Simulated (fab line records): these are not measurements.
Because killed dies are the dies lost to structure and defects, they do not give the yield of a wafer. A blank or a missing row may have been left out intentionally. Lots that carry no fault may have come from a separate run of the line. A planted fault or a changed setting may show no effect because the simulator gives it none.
fab line records	flow n5-finfet	part 2 of 2: steps 4 to 6 of 6
[record] lots = 23	wafers = 69	last-day = 18
route steps=1938 shown FIN_CUT@167 STI_FIN_REVEAL@191 DUMMY_GATE@232
lots that met no fault: from a run of the same line without faults
start-h: start of the lot's first displayed wafer, in hours after the record's first day	wait-h: hours elapsed since this lot's preceding step	" repeats the value in the row above	L1.1+2: a row that stands for several wafers	- no value, or no start given	* or withheld: withheld	< > ~ a bound
route shown NAME@n: names a module that has steps shown in the file, with the first one's number in the route	usual: mean and standard deviation over wafers with no fault	same: alike in all rows	chamber/n: place in a boat	sites: per-site readings	_std_site: how widely they spread, as a standard deviation	_edge_site: the outer-site mean with the inner-site mean subtracted	radius-mm: for every site, how far away it sits from the centre of the wafer	mask NAME#n: copy n	behind: the most recent tool/chamber to have shaped the wafer	hold: the reason the lot was held/the length of the hold in hours/how it ended	device: whichever transistor did not switch (one of n, p or np)	end of line: the same wafers' tests at the end of the route	where a step has no rows: the recipe by itself	killed: dies that structure and defects cost at the first sort, which is not the same as the wafer's yield	map: per-die view of a wafer (x killed, . not killed, _ where there is no die)
set.NAME: the setting the step ran with; set.NAME@STEP: the setting that earlier step ran with	model.NAME: the simulator's own value behind a step, which no gauge read
one table for each step of the route and one row for each wafer, over a sample of lots
services: the hour from which a tool's chamber was out of use, counted from the record's first day as start-h (under 0 if before that day), plus the number of hours and why
[[steps]]
[step N5_STI_FIN_REVEAL_STRIP_24]
[recipe] chemistry = N2/H2	time-s = 90	power-w = 100	temp-c = 40	pressure-mtorr = 100	rf-frequency-hz = 6e+07	bias-power-w = 3	n2-flow-sccm = 300	h2-flow-sccm = 300
[usual] drypump-motor-current-A = 5.6/0.44	oes-product-au = 0.81/0.094	rf-vpp-V = 45.3/0.8	showerhead-plenum-p-Torr = 3.40/0.11	temp-c = 39.99/0.12	throttle-valve-pct = 12.16/0.28
lot.wafer	tool	chamber	start-h	wait-h	drypump-motor-current-A	oes-product-au	rf-hours-counter-h	rf-vpp-V	showerhead-plenum-p-Torr	temp-c	throttle-valve-pct
L074.1	rie-diel-04	0	33.59	0.0	5.9	0.84	70	45.3	3.29	39.91	11.85
L074.3	"	3	"	"	5.2	0.87	43	45.0	3.30	39.91	12.06
L074.4	"	2	"	"	6.0	0.75	138	45.1	3.39	40.03	11.97
L075.1	rie-diel-06	1	42.33	0.0	6.3	0.69	233	45.0	3.21	40.01	12.48
L075.4	"	2	"	"	5.8	0.94	-	45.3	3.45	40.15	11.91
L075.6	"	1	"	"	6.3	0.70	-	45.1	3.21	39.94	12.51
L076.4	rie-diel-01	3	45.71	0.0	6.1	0.72	203	44.5	3.37	40.17	12.54
L076.5	"	0	"	"	5.2	0.89	-	44.8	3.58	39.72	11.99
L076.6	"	3	"	"	6.1	0.73	-	46.7	3.37	40.10	12.53
L077.3	rie-diel-01	3	52.04	0.0	6.1	0.72	205	43.4	3.37	39.89	12.53
L077.5	"	0	"	"	5.2	0.90	-	45.3	3.58	40.09	11.99
L077.6	"	3	"	"	6.1	0.72	-	45.5	3.37	39.87	12.54
L078.1	rie-diel-04	3	58.36	0.0	5.1	0.87	52	43.6	3.29	39.90	12.05
L078.2	"	0	"	"	5.9	0.82	79	44.8	3.29	40.00	11.86
L078.3	"	1	"	"	5.8	0.70	200	45.8	3.50	39.88	12.56
L079.2	rie-diel-06	1	64.22	0.0	6.4	0.69	243	47.3	3.20	40.03	12.50
L079.4	"	3	"	"	5.1	1.00	4	45.7	3.32	39.96	12.06
L079.5	"	2	"	"	5.8	0.91	-	45.1	3.45	39.99	11.92
L080.1	rie-diel-06	2	71.16	0.0	5.8	0.91	23	45.3	3.45	39.98	11.92
L080.4	"	0	"	"	5.2	0.75	163	45.8	3.50	40.25	11.98
L080.5	"	1	"	"	6.4	0.69	-	45.0	3.20	39.89	12.53
L081.1	rie-diel-01	1	75.83	0.0	5.4	0.73	217	46.0	3.33	39.96	12.55
L081.2	"	3	"	"	6.2	0.71	214	45.7	3.37	39.82	12.55
L081.6	"	0	"	"	5.2	0.88	-	44.1	3.57	39.86	12.01
L082.1	rie-diel-04	0	81.35	0.0	5.9	0.81	86	46.3	3.28	39.90	11.88
L082.3	"	3	"	"	5.2	0.86	58	44.8	3.29	39.99	12.07
L082.4	"	1	"	"	5.9	0.69	208	44.8	3.50	40.18	12.58
L083.3	rie-diel-01	2	88.52	0.0	5.6	0.92	20	45.4	3.30	40.08	11.79
L083.5	"	3	"	"	6.1	0.71	-	46.1	3.36	40.01	12.56
L083.6	"	0	"	"	5.2	0.87	-	45.0	3.57	40.08	12.02
L084.1	rie-diel-06	0	97.94	0.0	5.2	0.75	173	45.9	3.49	40.06	12.00
L084.2	"	2	"	"	5.8	0.90	33	46.2	3.44	39.96	11.95
L084.5	"	3	"	"	5.0	0.97	-	44.0	3.32	40.01	12.09
L085.2	rie-diel-01	0	100.50	0.0	5.2	0.86	43	47.1	3.57	39.99	12.03
L085.4	"	2	"	"	5.6	0.90	24	45.1	3.30	39.99	11.79
L085.6	"	3	"	"	6.2	0.69	-	45.6	3.36	39.87	12.57
L086.3	rie-diel-06	2	106.71	0.0	5.8	0.89	38	45.3	3.44	40.06	11.97
L086.4	"	2	"	"	5.8	0.88	-	45.2	3.44	39.89	11.96
L086.6	"	3	"	"	5.1	0.94	-	46.5	3.31	39.90	12.11
L087.2	rie-diel-06	3	114.69	0.0	5.1	0.95	24	45.5	3.31	40.13	12.11
L087.4	"	0	"	"	5.2	0.74	180	45.4	3.49	40.12	12.03
L087.6	"	3	"	"	5.1	0.94	-	45.7	3.31	40.07	12.13
L088.2	rie-diel-04	1	118.55	0.0	5.8	0.68	221	43.9	3.49	39.85	12.60
L088.4	"	0	"	"	6.0	0.80	100	44.8	3.28	40.18	11.91
L088.6	"	2	"	"	6.0	0.72	-	43.9	3.37	39.88	12.03
L089.1	rie-diel-04	2	123.88	0.0	6.0	0.72	167	44.5	3.37	40.01	12.05
L089.3	"	1	"	"	5.9	0.67	224	45.3	3.49	39.89	12.61
L089.6	"	2	"	"	6.0	0.72	-	46.4	3.37	40.03	12.06
L090.2	rie-diel-01	1	129.27	0.0	5.4	0.72	235	44.2	3.32	40.05	12.61
L090.3	"	0	"	"	5.2	0.86	52	45.9	3.56	39.84	12.08
L090.5	"	2	"	"	5.6	0.90	-	44.2	3.29	39.68	11.84
L091.3	rie-diel-01	0	135.72	0.0	5.2	0.85	55	43.8	3.56	39.95	12.07
L091.4	"	3	"	"	6.1	0.69	234	45.3	3.35	39.93	12.60
L091.6	"	1	"	"	5.4	0.72	-	45.7	3.32	39.96	12.62
L092.2	rie-diel-06	1	142.97	0.0	6.4	0.92	12	45.0	3.60	40.13	11.92
L092.3	"	0	"	"	5.2	0.73	191	45.8	3.48	39.89	12.06
L092.5	"	0	"	"	5.2	0.74	-	46.1	3.48	39.97	12.05
L093.2	rie-diel-06	2	149.29	0.0	5.9	0.86	54	44.4	3.43	39.95	12.01
L093.5	"	1	"	"	6.4	0.91	-	44.5	3.60	40.15	11.92
L093.6	"	0	"	"	5.2	0.71	-	47.2	3.48	40.02	12.07
L094.2	rie-diel-01	3	155.02	0.0	6.2	0.69	239	45.1	3.35	39.92	12.63
L094.4	"	0	"	"	5.2	0.84	-	43.9	3.56	39.87	12.07
L094.5	"	1	"	"	5.4	0.72	-	45.7	3.32	40.15	12.64
L096.3	rie-diel-06	3	167.17	0.0	5.1	0.90	45	45.2	3.30	39.91	12.16
L096.5	"	0	"	"	5.2	0.72	-	45.1	3.48	39.99	12.06
L096.6	"	1	"	"	6.3	0.89	-	44.2	3.59	40.13	11.96
L097.1	rie-diel-06	1	171.85	0.0	6.4	0.89	22	44.9	3.59	39.89	11.95
L097.3	"	3	"	"	5.1	0.90	47	44.4	3.30	39.91	12.18
L097.4	"	2	"	"	5.8	0.84	62	43.5	3.42	40.08	12.04
[step N5_STI_FIN_REVEAL_ETCH_34]
[recipe] chemistry = H2	mode = isotropic	material = Si	target = Si	target-depth-a = 9.7	temp-c = 20	pressure-mtorr = 4.5	icp-w = 300	bias-w = 0	h2-flow-sccm = 7.5	he-flow-sccm = 142.5
[usual] drypump-motor-current-A = 5.6/0.52	oes-product-au = 1.003/0.022	temp-c = 19.99/0.093	throttle-valve-pct = 25.7/0.57
lot.wafer	tool	chamber	start-h	wait-h	drypump-motor-current-A	oes-product-au	rf-hours-counter-h	temp-c	throttle-valve-pct
L074.1	rie-si-01	1	35.89	0.2	5.6	0.979	74	20.01	26.0
L074.3	"	0	"	"	6.2	1.024	79	19.94	25.6
L074.4	"	2	"	"	5.5	0.975	163	19.96	25.5
L075.1	rie-si-03	3	44.64	0.2	5.5	1.038	41	19.89	26.1
L075.4	"	1	"	"	5.1	1.004	143	20.02	25.4
L075.6	"	1	"	"	5.1	0.995	-	20.04	25.4
L076.4	rie-si-03	3	48.02	0.1	5.5	1.031	41	19.98	26.1
L076.5	"	1	"	"	5.1	0.995	-	19.93	25.5
L076.6	"	0	"	"	6.4	0.993	-	19.87	25.2
L077.3	rie-si-01	3	54.34	0.1	4.6	0.985	47	20.04	26.3
L077.5	"	2	"	"	5.5	0.977	-	20.14	25.5
L077.6	"	1	"	"	5.6	0.972	-	20.04	26.0
L078.1	rie-si-02	2	60.68	0.2	5.9	1.029	74	19.99	25.2
L078.2	"	0	"	"	6.2	1.005	36	19.90	26.8
L078.3	"	3	"	"	4.8	0.996	27	19.97	25.5
L079.2	rie-si-01	3	66.53	0.1	4.6	0.984	47	20.07	26.3
L079.4	"	2	"	"	5.5	0.969	-	20.06	25.5
L079.5	"	1	"	"	5.6	0.963	-	19.99	26.0
L080.1	rie-si-03	1	73.49	0.2	5.1	0.995	144	20.12	25.5
L080.4	"	0	"	"	6.4	0.981	113	20.12	25.2
L080.5	"	3	"	"	5.5	1.026	-	19.93	26.1
L081.1	rie-si-01	2	78.13	0.2	5.5	0.956	163	20.07	25.5
L081.2	"	3	"	"	4.7	0.980	47	19.88	26.3
L081.6	"	0	"	"	6.2	1.006	-	19.88	25.6
L082.1	rie-si-02	1	83.66	0.2	5.6	1.020	0	20.12	25.6
L082.3	"	0	"	"	6.2	1.023	37	19.89	26.8
L082.4	"	2	"	"	5.9	1.040	74	19.92	25.2
L083.3	rie-si-02	1	90.84	0.1	5.6	1.019	0	19.99	25.7
L083.5	"	0	"	"	6.2	1.018	-	20.03	26.8
L083.6	"	3	"	"	4.8	1.009	-	19.99	25.5
L084.1	rie-si-01	2	100.60	0.2	5.5	0.961	164	19.93	25.5
L084.2	"	3	"	"	4.7	0.984	48	20.06	26.3
L084.5	"	0	"	"	6.2	1.018	-	20.04	25.6
L085.2	rie-si-03	2	103.09	0.1	5.7	0.984	121	19.97	24.6
L085.4	"	1	"	"	5.1	0.993	144	19.98	25.5
L085.6	"	2	"	"	5.7	0.990	-	20.00	24.6
L086.3	rie-si-02	1	109.05	0.1	5.5	1.018	1	19.95	25.7
L086.4	"	0	"	"	6.2	1.021	37	19.95	26.8
L086.6	"	1	"	"	5.6	1.003	-	20.15	25.7
L087.2	rie-si-02	3	116.99	0.1	4.8	1.005	28	20.11	25.5
L087.4	"	1	"	"	5.5	1.023	1	19.92	25.7
L087.6	"	0	"	"	6.2	1.023	-	19.95	26.8
L088.2	rie-si-03	2	120.86	0.1	5.7	0.984	121	19.93	24.6
L088.4	"	2	"	"	5.7	0.999	-	20.06	24.6
L088.6	"	1	"	"	5.1	1.002	-	20.13	25.5
L089.1	rie-si-03	3	126.19	0.2	5.5	1.015	43	19.80	26.1
L089.3	"	1	"	"	5.1	0.997	145	20.13	25.5
L089.6	"	2	"	"	5.7	0.988	-	19.96	24.6
L090.2	rie-si-03	2	131.58	0.1	5.7	0.989	121	20.04	24.6
L090.3	"	1	"	"	5.1	0.998	145	20.07	25.5
L090.5	"	3	"	"	5.5	1.029	-	19.97	26.1
L091.3	rie-si-01	2	138.04	0.1	5.5	0.966	164	20.06	25.5
L091.4	"	1	"	"	5.6	0.975	76	20.03	26.0
L091.6	"	1	"	"	5.6	0.971	-	20.10	26.0
L092.2	rie-si-02	1	145.27	0.1	5.6	1.018	2	20.01	25.7
L092.3	"	2	"	"	5.8	1.041	75	19.91	25.2
L092.5	"	0	"	"	6.2	1.011	-	20.07	26.8
L093.2	rie-si-02	2	151.59	0.1	5.8	1.036	76	19.96	25.2
L093.5	"	2	"	"	5.8	1.039	-	20.02	25.2
L093.6	"	3	"	"	4.8	1.006	-	19.97	25.5
L094.2	rie-si-02	0	157.33	0.1	6.2	1.022	38	19.84	26.8
L094.4	"	3	"	"	4.8	1.012	29	20.03	25.5
L094.5	"	3	"	"	4.8	1.009	-	19.97	25.5
L096.3	rie-si-02	3	169.49	0.1	4.8	0.999	29	19.88	25.5
L096.5	"	2	"	"	5.8	1.024	-	20.03	25.2
L096.6	"	3	"	"	4.8	0.999	-	19.91	25.5
L097.1	rie-si-01	0	174.17	0.2	6.2	1.020	81	20.04	25.6
L097.3	"	2	"	"	5.5	0.961	165	20.03	25.5
L097.4	"	3	"	"	4.7	0.995	49	20.09	26.3
[step N5_DUMMY_GATE_OVL_MEAS_16]
[recipe] points-per-wafer = 522
[usual] GATE_OVL = -0.1/0.69
lot.wafer	tool	chamber	start-h	wait-h	GATE_OVL[nm]
L074.1	overlay-01	0	45.22	0.0	-0.1
L074.3	"	0	"	"	-1.0
L074.4	"	0	"	"	0.1
L075.1	overlay-02	0	55.78	0.0	0.5
L075.4	"	0	"	"	-0.2
L075.6	"	0	"	"	0.7
L076.4	overlay-02	0	57.36	0.0	-0.3
L076.5	"	0	"	"	-1.2
L076.6	"	0	"	"	0.4
L077.3	overlay-01	0	63.87	0.0	-0.5
L077.5	"	0	"	"	-0.6
L077.6	"	0	"	"	-1.5
L078.1	overlay-02	0	71.61	0.0	-0.7
L078.2	"	0	"	"	-0.3
L078.3	"	0	"	"	0.2
L079.2	overlay-02	0	82.97	0.0	0.5
L079.4	"	0	"	"	0.6
L079.5	"	0	"	"	-0.8
L080.1	overlay-02	0	86.72	0.0	-0.7
L080.4	"	0	"	"	-1.3
L080.5	"	0	"	"	-0.4
L081.1	overlay-01	0	93.48	0.0	0.6
L081.2	"	0	"	"	-0.1
L081.6	"	0	"	"	0.1
L082.1	overlay-01	0	94.95	0.0	0.3
L082.3	"	0	"	"	1.0
L082.4	"	0	"	"	-0.5
L083.3	overlay-02	0	101.40	0.0	0.8
L083.5	"	0	"	"	0.3
L083.6	"	0	"	"	-0.7
L084.1	overlay-02	0	109.87	0.0	0.6
L084.2	"	0	"	"	-0.6
L084.5	"	0	"	"	0.4
L085.2	overlay-02	0	114.57	0.0	0.6
L085.4	"	0	"	"	1.4
L085.6	"	0	"	"	-0.1
L086.3	overlay-02	0	118.44	0.0	0.1
L086.4	"	0	"	"	0.1
L086.6	"	0	"	"	0.8
L087.2	overlay-01	0	130.11	0.0	0.7
L087.4	"	0	"	"	0.8
L087.6	"	0	"	"	-0.2
L088.2	overlay-01	0	130.33	0.0	0.3
L088.4	"	0	"	"	0.6
L088.6	"	0	"	"	0.8
L089.1	overlay-01	0	139.90	0.0	-0.3
L089.3	"	0	"	"	0.2
L089.6	"	0	"	"	-0.1
L090.2	overlay-02	0	141.87	0.0	-1.6
L090.3	"	0	"	"	-0.9
L090.5	"	0	"	"	-1.3
L091.3	overlay-02	0	147.70	0.0	0.9
L091.4	"	0	"	"	0.3
L091.6	"	0	"	"	1.1
L092.2	overlay-02	0	154.64	0.0	0.2
L092.3	"	0	"	"	0.0
L092.5	"	0	"	"	-0.7
L093.2	overlay-02	0	163.59	0.0	1.0
L093.5	"	0	"	"	0.9
L093.6	"	0	"	"	1.1
L094.2	overlay-02	0	166.72	0.0	-0.8
L094.4	"	0	"	"	-0.6
L094.5	"	0	"	"	0.4
L096.3	overlay-01	0	178.89	0.0	-0.8
L096.5	"	0	"	"	0.7
L096.6	"	0	"	"	1.3
L097.1	overlay-02	0	183.39	0.0	0.1
L097.3	"	0	"	"	-0.5
L097.4	"	0	"	"	-1.1
[[services]]
tool	chamber	start-h	hours	kind
rie-diel-01	2	21.12	19.1	repair
rie-diel-04	1	22.90	8.3	repair
rie-diel-02	1	29.54	7.5	repair
rie-diel-02	2	33.44	10.3	repair
rie-diel-04	1	51.36	4.4	repair
rie-diel-03	3	60.59	9.6	repair
rie-si-01	0	63.89	7.6	repair
rie-diel-02	0	83.16	3.2	repair
rie-si-02	2	100.50	7.3	repair
rie-si-03	0	117.93	4.8	repair
rie-diel-05	3	120.53	12.2	repair
rie-diel-04	3	122.87	3.9	repair
rie-diel-04	-	126.60	2.8	pm
rie-diel-05	0	130.14	5.3	repair
rie-diel-03	0	130.43	-	clean
rie-diel-03	0	130.43	-	consumable-replace:focus-ring
rie-diel-03	0	130.43	18.5	scheduled-down
rie-diel-03	0	130.43	18.5	vent-cycle
rie-diel-01	-	144.78	4.3	pm
rie-diel-02	-	145.77	0.3	repair
rie-si-02	0	148.94	4.1	repair
rie-diel-03	2	149.60	-	clean
rie-diel-03	2	149.60	-	consumable-replace:focus-ring
rie-diel-06	3	173.08	5.7	repair
